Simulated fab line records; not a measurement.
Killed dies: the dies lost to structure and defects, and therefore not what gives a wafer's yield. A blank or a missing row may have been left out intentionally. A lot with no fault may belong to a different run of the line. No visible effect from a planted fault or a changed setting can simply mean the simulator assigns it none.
Comparing a struck lot with a sound one | flow n5-finfet | 15 steps out of a route of 1938
Sound: these wafers, L841.3, L841.4, L841.5. The struck wafers were L853.1, L853.4, L853.5. The cause is named last.
At each step with rows: each side's tool, then ch and its chambers, then its first start. Under that, the readings that differ: sound wafers | struck wafers | difference of the means | sigmas: that difference in standard deviations of wafers without a fault.
alike: readings whose means differ by less than 2 such deviations, and words and numbers that are the same on both sides. not compared: withheld readings, readings that some wafer has no value for, bounds like >300 that may hide the same value, and numbers for which the record gives no deviation and whose values overlap.
The two part at a step that has a row with sigmas, a row that says differs or no value, or rows on one side only. Numbers that have no deviation but don't overlap get no sigmas and don't part them. Lack of a reading on every wafer of one side parts them only where that side has two or more wafers.

N5_BEOL_M4_DESCUM_33: chemistry O2, time 7 s.
  sound on rie-diel-06 ch 0,1,3, day 8 21:29; struck on rie-diel-06 ch 1,2, day 11 08:26
  alike: drypump-motor-current-A, oes-product-au, rf-vpp-V, showerhead-plenum-p-Torr, throttle-valve-pct
  not compared: rf-hours-counter-h
then, 2 steps without rows for these wafers: N5_BEOL_M4_ETCH_77 (etches underlayer in N2/H2, target depth 6.5 nm, time 5.2 s); N5_BEOL_M4_ETCH_69 (etches SiARC in CF4, target depth 15.6 nm, time 26 s).
N5_BEOL_M4_ALD_98: deposits SiO2, target thk 2.5 nm, pulse time 1 s, co reactant pulse time 1 s.
  sound on ald-sin-02 ch 1,2,3, day 8 21:59; struck on ald-sin-02 ch 0,2, day 11 08:46
  alike: heater-power-w, precursor-pulse-height-rel
N5_BEOL_M4_ETCHBACK_99: etches SiO2 in CHF3, target depth 5 nm, time 10.4 s.
  sound on rie-diel-03 ch 1,2,3, day 8 22:35; struck on rie-diel-06 ch 0,1,3, day 11 08:56
  alike: CHF3_flow_sccm, drypump-motor-current-A, oes-product-au, rf-vpp-V, showerhead-plenum-p-Torr, throttle-valve-pct
  not compared: rf-hours-counter-h
N5_BEOL_M4_ETCH_70: etches SOC in N2/H2, target depth 80 nm, overetch 24 nm, time 130 s.
  sound on rie-diel-03 ch 1,2,3, day 8 22:37; struck on rie-diel-06 ch 0,1,3, day 11 08:59
  alike: drypump-motor-current-A, oes-product-au, rf-vpp-V, showerhead-plenum-p-Torr, throttle-valve-pct
  not compared: rf-hours-counter-h
then, 6 steps without rows for these wafers: N5_BEOL_M4_STRIP_71 (strips in N2/H2); N5_BEOL_M4_STRIP_78 (strips in N2/H2); N5_BEOL_M4_VIA_ETCH_34 (etches the open film in C4F6/O2, target depth 69.4 nm, time 65.9 s); N5_BEOL_M4_STRIP_83 (strips in C4F6/O2); N5_BEOL_M4_STRIP_36 (strips in N2/H2); N5_BEOL_M4_TRENCH_ETCH_37 (etches SiOC in C4F6/O2, target depth 55.555 nm, time 29.2 s).
N5_BEOL_M4_ETCH_41: etches SiCN in CH3F/O2, target depth 29.9 nm, time 52.5 s.
  sound on rie-diel-03 ch 1,2,3, day 8 22:51; struck on rie-diel-06 ch 0,1,3, day 11 09:13
  reading                  | sound             | struck            | difference | sigmas
  oes-product-au (a.u.)    | 0.81 0.84 0.70    | 1.01 0.96 1.24    | +0.29      | +4
  model.etch.depth-nm (nm) | 19.85 20.03 19.69 | 27.31 28.49 29.48 | +8.57      |
  alike: drypump-motor-current-A, rf-vpp-V, showerhead-plenum-p-Torr, throttle-valve-pct
  not compared: rf-hours-counter-h
N5_BEOL_M4_STRIP_97: strips in N2/H2, time 10 s.
  sound: rie-diel-03 ch 1,2,3; struck: rie-diel-06 ch 0,1,3
  alike: drypump-motor-current-A, oes-product-au, rf-vpp-V, showerhead-plenum-p-Torr, throttle-valve-pct
  not compared: rf-hours-counter-h
N5_BEOL_M4_RC_MEAS_101:
  sound on prober-02 ch 0, day 9 03:14; struck on prober-02 ch 0, day 11 13:29
  alike: DIBL_N, DIBL_P, IOFF_N, IOFF_P, ION_N, ION_P, SS_N, SS_P, VT_N, VT_P

WHERE THEY PART
Within this record, at N5_BEOL_M4_ETCH_41 only. Later steps at which nothing parts them and some readings are alike: N5_BEOL_M4_STRIP_97, N5_BEOL_M4_RC_MEAS_101.

WHY: the cause the simulator had injected
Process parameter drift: rie-diel-06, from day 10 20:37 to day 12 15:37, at N5_BEOL_M4_ETCH_41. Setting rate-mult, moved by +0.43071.
